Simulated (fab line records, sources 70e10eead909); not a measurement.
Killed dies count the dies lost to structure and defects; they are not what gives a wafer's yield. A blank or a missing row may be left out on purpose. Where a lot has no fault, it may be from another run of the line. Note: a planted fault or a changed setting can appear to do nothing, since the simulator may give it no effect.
What tool caused it? || flow nand_harc || 24 lots, 72 wafers sampled, at 4 steps of a route of 1302

## WHAT THE GAUGES READ, wafer by wafer
NHARC_A_ONON_D2_THK_MEAS_34: measures by ellipsometry. Usual: thk_nm 200.6 nm, standard deviation 2.5.
{"lot": "L074", "measured": "day 13 00:21", "on": "film_metro-02", "thk_nm (nm)": "199.3 195.4 194.8", "flag": ""}
{"lot": "L075", "measured": "day 13 21:58", "on": "film_metro-01", "thk_nm (nm)": "196.2 199.8 202.5", "flag": ""}
{"lot": "L076", "measured": "day 13 21:59", "on": "film_metro-02", "thk_nm (nm)": "199.8 199.6 201.0", "flag": ""}
{"lot": "L077", "measured": "day 14 09:35", "on": "film_metro-02", "thk_nm (nm)": "201.6 204.4 204.0", "flag": ""}
{"lot": "L078", "measured": "day 14 15:57", "on": "film_metro-02", "thk_nm (nm)": "196.0 198.5 200.5", "flag": ""}
{"lot": "L079", "measured": "day 15 09:56", "on": "film_metro-01", "thk_nm (nm)": "198.6 204.3 201.8", "flag": ""}
{"lot": "L081", "measured": "day 15 17:17", "on": "film_metro-01", "thk_nm (nm)": "198.7 201.9 201.9", "flag": ""}
{"lot": "L080", "measured": "day 15 17:19", "on": "film_metro-01", "thk_nm (nm)": "201.1 202.3 200.8", "flag": ""}
{"lot": "L082", "measured": "day 16 02:49", "on": "film_metro-02", "thk_nm (nm)": "196.7 201.2 202.9", "flag": ""}
{"lot": "L083", "measured": "day 17 05:44", "on": "film_metro-01", "thk_nm (nm)": "197.2 202.6 203.2", "flag": ""}
{"lot": "L085", "measured": "day 17 09:30", "on": "film_metro-02", "thk_nm (nm)": "199.7 200.9 202.5", "flag": ""}
{"lot": "L084", "measured": "day 17 09:32", "on": "film_metro-01", "thk_nm (nm)": "198.6 200.5 203.0", "flag": ""}
{"lot": "L086", "measured": "day 18 00:26", "on": "film_metro-02", "thk_nm (nm)": "200.7 198.9 203.6", "flag": ""}
{"lot": "L087", "measured": "day 18 12:20", "on": "film_metro-01", "thk_nm (nm)": "199.5 196.2 202.3", "flag": ""}
{"lot": "L089", "measured": "day 19 09:20", "on": "film_metro-02", "thk_nm (nm)": "200.8 199.1 201.7", "flag": ""}
{"lot": "L088", "measured": "day 19 09:20", "on": "film_metro-01", "thk_nm (nm)": "199.9 202.9 201.6", "flag": ""}
{"lot": "L090", "measured": "day 19 14:41", "on": "film_metro-01", "thk_nm (nm)": "199.7 203.1 205.8", "flag": ""}
{"lot": "L091", "measured": "day 19 14:41", "on": "film_metro-02", "thk_nm (nm)": "198.5 196.7 201.3", "flag": ""}
{"lot": "L092", "measured": "day 20 15:23", "on": "film_metro-02", "thk_nm (nm)": "199.6 204.0 202.1", "flag": ""}
{"lot": "L093", "measured": "day 20 15:26", "on": "film_metro-01", "thk_nm (nm)": "200.6 199.7 198.7", "flag": ""}
{"lot": "L094", "measured": "day 21 19:31", "on": "film_metro-02", "thk_nm (nm)": "205.4 201.9 205.7", "flag": ""}
{"lot": "L095", "measured": "day 21 23:59", "on": "film_metro-02", "thk_nm (nm)": "194.3 202.2 203.5", "flag": ""}
{"lot": "L097", "measured": "day 22 14:11", "on": "film_metro-01", "thk_nm (nm)": "197.0 199.9 200.7", "flag": ""}
{"lot": "L096", "measured": "day 22 14:19", "on": "film_metro-01", "thk_nm (nm)": "201.4 203.0 206.2", "flag": ""}

NHARC_A_CHANNEL_HOLE_D2_CD_MEAS_10: the cd target is 100 nm. Usual: cd_nm 100.1 nm, standard deviation 0.4.
{"lot": "L074", "measured": "day 13 05:59", "on": "cd_sem-03", "cd_nm (nm)": "100.2 99.8 99.9", "flag": ""}
{"lot": "L075", "measured": "day 14 05:52", "on": "cd_sem-02", "cd_nm (nm)": "100.2 99.5 99.0", "flag": ""}
{"lot": "L076", "measured": "day 14 06:02", "on": "cd_sem-01", "cd_nm (nm)": "99.8 99.9 99.9", "flag": ""}
{"lot": "L077", "measured": "day 14 16:37", "on": "cd_sem-02", "cd_nm (nm)": "99.8 99.9 100.2", "flag": ""}
{"lot": "L078", "measured": "day 14 18:59", "on": "cd_sem-03", "cd_nm (nm)": "100.0 100.5 99.8", "flag": ""}
{"lot": "L079", "measured": "day 15 12:43", "on": "cd_sem-01", "cd_nm (nm)": "100.3 100.5 100.6", "flag": ""}
{"lot": "L081", "measured": "day 15 20:06", "on": "cd_sem-02", "cd_nm (nm)": "99.8 99.7 99.8", "flag": ""}
{"lot": "L080", "measured": "day 15 20:15", "on": "cd_sem-03", "cd_nm (nm)": "99.8 99.7 99.8", "flag": ""}
{"lot": "L082", "measured": "day 16 06:40", "on": "cd_sem-02", "cd_nm (nm)": "99.4 99.3 99.8", "flag": ""}
{"lot": "L083", "measured": "day 17 10:54", "on": "cd_sem-02", "cd_nm (nm)": "99.8 99.4 100.4", "flag": ""}
{"lot": "L085", "measured": "day 17 12:46", "on": "cd_sem-01", "cd_nm (nm)": "99.8 100.1 99.9", "flag": ""}
{"lot": "L084", "measured": "day 17 13:25", "on": "cd_sem-02", "cd_nm (nm)": "100.5 100.2 100.2", "flag": ""}
{"lot": "L086", "measured": "day 18 04:35", "on": "cd_sem-03", "cd_nm (nm)": "99.9 100.3 99.9", "flag": ""}
{"lot": "L087", "measured": "day 18 15:34", "on": "cd_sem-02", "cd_nm (nm)": "100.4 100.5 100.4", "flag": ""}
{"lot": "L089", "measured": "day 19 13:53", "on": "cd_sem-03", "cd_nm (nm)": "100.5 100.4 100.9", "flag": ""}
{"lot": "L088", "measured": "day 19 14:25", "on": "cd_sem-03", "cd_nm (nm)": "100.2 100.1 100.5", "flag": ""}
{"lot": "L090", "measured": "day 19 20:01", "on": "cd_sem-02", "cd_nm (nm)": "99.6 99.4 99.5", "flag": ""}
{"lot": "L091", "measured": "day 19 20:18", "on": "cd_sem-03", "cd_nm (nm)": "99.8 99.9 100.1", "flag": ""}
{"lot": "L092", "measured": "day 20 18:46", "on": "cd_sem-02", "cd_nm (nm)": "100.7 100.0 100.3", "flag": ""}
{"lot": "L093", "measured": "day 20 19:11", "on": "cd_sem-03", "cd_nm (nm)": "100.3 100.4 100.6", "flag": ""}
{"lot": "L094", "measured": "day 22 02:58", "on": "cd_sem-01", "cd_nm (nm)": "99.7 99.5 100.0", "flag": ""}
{"lot": "L095", "measured": "day 22 04:51", "on": "cd_sem-02", "cd_nm (nm)": "100.7 100.1 100.5", "flag": ""}
{"lot": "L097", "measured": "day 22 19:37", "on": "cd_sem-02", "cd_nm (nm)": "100.1 100.2 99.4", "flag": ""}
{"lot": "L096", "measured": "day 22 20:13", "on": "cd_sem-03", "cd_nm (nm)": "100.1 100.3 100.6", "flag": ""}

NHARC_A_CHANNEL_HOLE_D2_CD_MEAS_18. Usual: cd_nm 99.7 nm, standard deviation 1.7.
{"lot": "L074", "measured": "day 13 07:16", "on": "cd_sem-03", "cd_nm (nm)": "102.2 99.8 100.5", "flag": ""}
{"lot": "L075", "measured": "day 14 07:20", "on": "cd_sem-01", "cd_nm (nm)": "99.7 101.7 98.2", "flag": ""}
{"lot": "L076", "measured": "day 14 07:19", "on": "cd_sem-02", "cd_nm (nm)": "101.9 99.8 101.5", "flag": ""}
{"lot": "L077", "measured": "day 14 17:55", "on": "cd_sem-03", "cd_nm (nm)": "102.0 99.4 104.6", "flag": ""}
{"lot": "L078", "measured": "day 14 20:17", "on": "cd_sem-02", "cd_nm (nm)": "98.7 99.5 100.3", "flag": ""}
{"lot": "L079", "measured": "day 15 14:13", "on": "cd_sem-03", "cd_nm (nm)": "100.1 99.7 101.4", "flag": ""}
{"lot": "L081", "measured": "day 15 21:23", "on": "cd_sem-02", "cd_nm (nm)": "98.8 96.4 97.1", "flag": ""}
{"lot": "L080", "measured": "day 15 21:32", "on": "cd_sem-01", "cd_nm (nm)": "100.8 99.7 99.9", "flag": ""}
{"lot": "L082", "measured": "day 16 07:58", "on": "cd_sem-01", "cd_nm (nm)": "98.1 100.7 98.3", "flag": ""}
{"lot": "L083", "measured": "day 17 12:11", "on": "cd_sem-03", "cd_nm (nm)": "102.8 101.4 102.3", "flag": ""}
{"lot": "L085", "measured": "day 17 14:04", "on": "cd_sem-03", "cd_nm (nm)": "100.8 101.3 101.8", "flag": ""}
{"lot": "L084", "measured": "day 17 14:43", "on": "cd_sem-02", "cd_nm (nm)": "98.5 97.4 97.6", "flag": ""}
{"lot": "L086", "measured": "day 18 05:52", "on": "cd_sem-03", "cd_nm (nm)": "100.2 102.4 99.8", "flag": ""}
{"lot": "L087", "measured": "day 18 16:52", "on": "cd_sem-01", "cd_nm (nm)": "101.0 102.5 102.4", "flag": ""}
{"lot": "L089", "measured": "day 19 15:10", "on": "cd_sem-01", "cd_nm (nm)": "99.9 97.9 98.5", "flag": ""}
{"lot": "L088", "measured": "day 19 15:42", "on": "cd_sem-01", "cd_nm (nm)": "100.7 101.2 101.7", "flag": ""}
{"lot": "L090", "measured": "day 19 21:19", "on": "cd_sem-03", "cd_nm (nm)": "97.9 99.1 99.2", "flag": ""}
{"lot": "L091", "measured": "day 19 21:35", "on": "cd_sem-01", "cd_nm (nm)": "97.5 98.3 99.5", "flag": ""}
{"lot": "L092", "measured": "day 20 20:04", "on": "cd_sem-02", "cd_nm (nm)": "97.0 98.5 101.5", "flag": ""}
{"lot": "L093", "measured": "day 20 20:29", "on": "cd_sem-01", "cd_nm (nm)": "99.2 98.5 98.9", "flag": ""}
{"lot": "L094", "measured": "day 22 04:28", "on": "cd_sem-03", "cd_nm (nm)": "102.4 100.0 102.3", "flag": ""}
{"lot": "L095", "measured": "day 22 06:22", "on": "cd_sem-02", "cd_nm (nm)": "97.3 97.5 97.3", "flag": ""}
{"lot": "L097", "measured": "day 22 20:55", "on": "cd_sem-02", "cd_nm (nm)": "98.2 98.0 99.3", "flag": ""}
{"lot": "L096", "measured": "day 22 21:31", "on": "cd_sem-01", "cd_nm (nm)": "100.0 100.9 100.5", "flag": ""}

## WHAT TOOL EACH LOT RAN ON (gives the tool, then ch and the chambers of the sampled wafers, and finally the start)
{"lot": "L074", "NHARC_A_CHANNEL_HOLE_D2_DEP_00": "acl_dep-01 ch 0, day 13 03:18"}
{"lot": "L075", "NHARC_A_CHANNEL_HOLE_D2_DEP_00": "acl_dep-03 ch 0, day 14 03:50"}
{"lot": "L076", "NHARC_A_CHANNEL_HOLE_D2_DEP_00": "acl_dep-01 ch 0, day 14 03:41"}
{"lot": "L077", "NHARC_A_CHANNEL_HOLE_D2_DEP_00": "acl_dep-01 ch 0, day 14 14:37"}
{"lot": "L078", "NHARC_A_CHANNEL_HOLE_D2_DEP_00": "acl_dep-02 ch 0, day 14 16:38"}
{"lot": "L079", "NHARC_A_CHANNEL_HOLE_D2_DEP_00": "acl_dep-03 ch 0, day 15 10:05"}
{"lot": "L081", "NHARC_A_CHANNEL_HOLE_D2_DEP_00": "acl_dep-02 ch 0, day 15 17:26"}
{"lot": "L080", "NHARC_A_CHANNEL_HOLE_D2_DEP_00": "acl_dep-01 ch 0, day 15 17:26"}
{"lot": "L082", "NHARC_A_CHANNEL_HOLE_D2_DEP_00": "acl_dep-03 ch 0, day 16 04:19"}
{"lot": "L083", "NHARC_A_CHANNEL_HOLE_D2_DEP_00": "acl_dep-02 ch 0, day 17 08:35"}
{"lot": "L085", "NHARC_A_CHANNEL_HOLE_D2_DEP_00": "acl_dep-02 ch 0, day 17 10:10"}
{"lot": "L084", "NHARC_A_CHANNEL_HOLE_D2_DEP_00": "acl_dep-01 ch 0, day 17 11:23"}
{"lot": "L086", "NHARC_A_CHANNEL_HOLE_D2_DEP_00": "acl_dep-03 ch 0, day 18 02:24"}
{"lot": "L087", "NHARC_A_CHANNEL_HOLE_D2_DEP_00": "acl_dep-01 ch 0, day 18 13:13"}
{"lot": "L089", "NHARC_A_CHANNEL_HOLE_D2_DEP_00": "acl_dep-03 ch 0, day 19 12:09"}
{"lot": "L088", "NHARC_A_CHANNEL_HOLE_D2_DEP_00": "acl_dep-01 ch 0, day 19 12:22"}
{"lot": "L090", "NHARC_A_CHANNEL_HOLE_D2_DEP_00": "acl_dep-01 ch 0, day 19 17:22"}
{"lot": "L091", "NHARC_A_CHANNEL_HOLE_D2_DEP_00": "acl_dep-02 ch 0, day 19 17:58"}
{"lot": "L092", "NHARC_A_CHANNEL_HOLE_D2_DEP_00": "acl_dep-02 ch 0, day 20 16:45"}
{"lot": "L093", "NHARC_A_CHANNEL_HOLE_D2_DEP_00": "acl_dep-03 ch 0, day 20 16:31"}
{"lot": "L094", "NHARC_A_CHANNEL_HOLE_D2_DEP_00": "acl_dep-03 ch 0, day 22 00:38"}
{"lot": "L095", "NHARC_A_CHANNEL_HOLE_D2_DEP_00": "acl_dep-03 ch 0, day 22 02:51"}
{"lot": "L097", "NHARC_A_CHANNEL_HOLE_D2_DEP_00": "acl_dep-02 ch 0, day 22 17:36"}
{"lot": "L096", "NHARC_A_CHANNEL_HOLE_D2_DEP_00": "acl_dep-03 ch 0, day 22 17:53"}
- NHARC_A_CHANNEL_HOLE_D2_DEP_00: deposits aC, target thk 3100 nm.

## WHAT THE TOOLS THEMSELVES READ (means of the sampled wafers that have a number; where no wafer has one, the mark that the record gives instead)
NHARC_A_CHANNEL_HOLE_D2_DEP_00. Usual: throttle_valve_pct 35.000 %, standard deviation 0.0084.
{"lot": "L074", "tool": "acl_dep-01", "throttle_valve_pct (%)": 35.002, "flag": ""}
{"lot": "L075", "tool": "acl_dep-03", "throttle_valve_pct (%)": 34.994, "flag": ""}
{"lot": "L076", "tool": "acl_dep-01", "throttle_valve_pct (%)": 34.998, "flag": ""}
{"lot": "L077", "tool": "acl_dep-01", "throttle_valve_pct (%)": 34.999, "flag": ""}
{"lot": "L078", "tool": "acl_dep-02", "throttle_valve_pct (%)": 35.006, "flag": ""}
{"lot": "L079", "tool": "acl_dep-03", "throttle_valve_pct (%)": 34.996, "flag": ""}
{"lot": "L081", "tool": "acl_dep-02", "throttle_valve_pct (%)": 34.997, "flag": ""}
{"lot": "L080", "tool": "acl_dep-01", "throttle_valve_pct (%)": 34.999, "flag": ""}
{"lot": "L082", "tool": "acl_dep-03", "throttle_valve_pct (%)": 34.992, "flag": ""}
{"lot": "L083", "tool": "acl_dep-02", "throttle_valve_pct (%)": 35.000, "flag": ""}
{"lot": "L085", "tool": "acl_dep-02", "throttle_valve_pct (%)": 35.001, "flag": ""}
{"lot": "L084", "tool": "acl_dep-01", "throttle_valve_pct (%)": 35.004, "flag": ""}
{"lot": "L086", "tool": "acl_dep-03", "throttle_valve_pct (%)": 34.990, "flag": ""}
{"lot": "L087", "tool": "acl_dep-01", "throttle_valve_pct (%)": 35.003, "flag": ""}
{"lot": "L089", "tool": "acl_dep-03", "throttle_valve_pct (%)": 34.996, "flag": ""}
{"lot": "L088", "tool": "acl_dep-01", "throttle_valve_pct (%)": 34.995, "flag": ""}
{"lot": "L090", "tool": "acl_dep-01", "throttle_valve_pct (%)": 34.998, "flag": ""}
{"lot": "L091", "tool": "acl_dep-02", "throttle_valve_pct (%)": 35.003, "flag": ""}
{"lot": "L092", "tool": "acl_dep-02", "throttle_valve_pct (%)": 35.002, "flag": ""}
{"lot": "L093", "tool": "acl_dep-03", "throttle_valve_pct (%)": 35.002, "flag": ""}
{"lot": "L094", "tool": "acl_dep-03", "throttle_valve_pct (%)": 34.992, "flag": ""}
{"lot": "L095", "tool": "acl_dep-03", "throttle_valve_pct (%)": 35.006, "flag": ""}
{"lot": "L097", "tool": "acl_dep-02", "throttle_valve_pct (%)": 35.004, "flag": ""}
{"lot": "L096", "tool": "acl_dep-03", "throttle_valve_pct (%)": 35.006, "flag": ""}

## THE ANSWER, worked out from the rows above alone
Rule: a lot is off if the mean of its wafers that have a number lies more than 3 standard deviations from the usual mean. Also off: a lot with no number at a reading for which 4 or more lots have one. Where the step has rows for the other lots, those lots are counted as sound. Order of review: gauges by route order, followed by the tools' own readings, for which a lot's mean as printed above is used. The first step at which some lot is off is used, and at that step the reading that is off furthest; a lot without a number counts as furthest.
Across all readings shown, no lot is off: no conclusion can be drawn from this.

## WHAT THE SIMULATOR HAD PUT IN
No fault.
